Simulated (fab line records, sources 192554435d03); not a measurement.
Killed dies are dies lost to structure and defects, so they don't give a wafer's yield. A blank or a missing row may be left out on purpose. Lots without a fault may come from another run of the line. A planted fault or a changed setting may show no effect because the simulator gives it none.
Chamber matching | flow n5_finfet | N5_BEOL_M2_ETCH_69 on rie_diel-02: 4 sister chambers
The step etches SiARC in CF4, target depth 15.6 nm, time 26 s. 4 wafers are shown with their chamber, then 12 later ones without.

WAFERS WITH THEIR CHAMBER
wafer  | chamber | etch_rf_on_time_s (s)
L091.1 | 1       | 25.2
L091.4 | 2       | 25.6
L091.5 | 3       | 27.2
L091.6 | 0       | 25.3

WAFERS WITHOUT THEIR CHAMBER
wafer  | etch_rf_on_time_s (s)
L093.4 | 24.7
L093.5 | 25.4
L093.6 | 25.0
L094.1 | 25.9
L094.3 | 25.1
L094.5 | 26.0
L095.3 | 25.4
L095.4 | 24.9
L095.5 | 25.8
L096.3 | 25.2
L096.5 | 25.8
L096.6 | 26.7

WHICH CHAMBER EACH WENT THROUGH
wafer  | from the rows above          | in truth
L093.4 | can't be placed: 1 or 0 or 2 | 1
L093.5 | can't be placed: 0 or 1 or 2 | 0
L093.6 | can't be placed: 1 or 0 or 2 | 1
L094.1 | can't be placed: 2 or 0 or 1 | 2
L094.3 | can't be placed: 1 or 0 or 2 | 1
L094.5 | can't be placed: 2 or 0 or 1 | 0
L095.3 | can't be placed: 0 or 1 or 2 | 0
L095.4 | can't be placed: 1 or 0 or 2 | 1
L095.5 | can't be placed: 2 or 0 or 1 | 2
L096.3 | can't be placed: 1 or 0 or 2 | 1
L096.5 | can't be placed: 2 or 0 or 1 | 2
L096.6 | 3                            | 3
Placed correctly: 1 of 12. Can't be placed from these rows: 11 (the true chamber is among the candidates in 11). Placed wrongly: 0.
How it was worked out, from the rows above alone: a wafer's distance from a chamber is the root of the sum, over the readings, of the square of ((its reading less the chamber's mean) divided by the reading's scatter). The wafer belongs to the nearest chamber; if the next one is less than 2 further off, it can't be placed. A chamber's mean is the mean of its shown wafers. The scatter: with one shown wafer a chamber, the root of the mean of the squares of how far each hidden wafer lies from its nearest shown one.
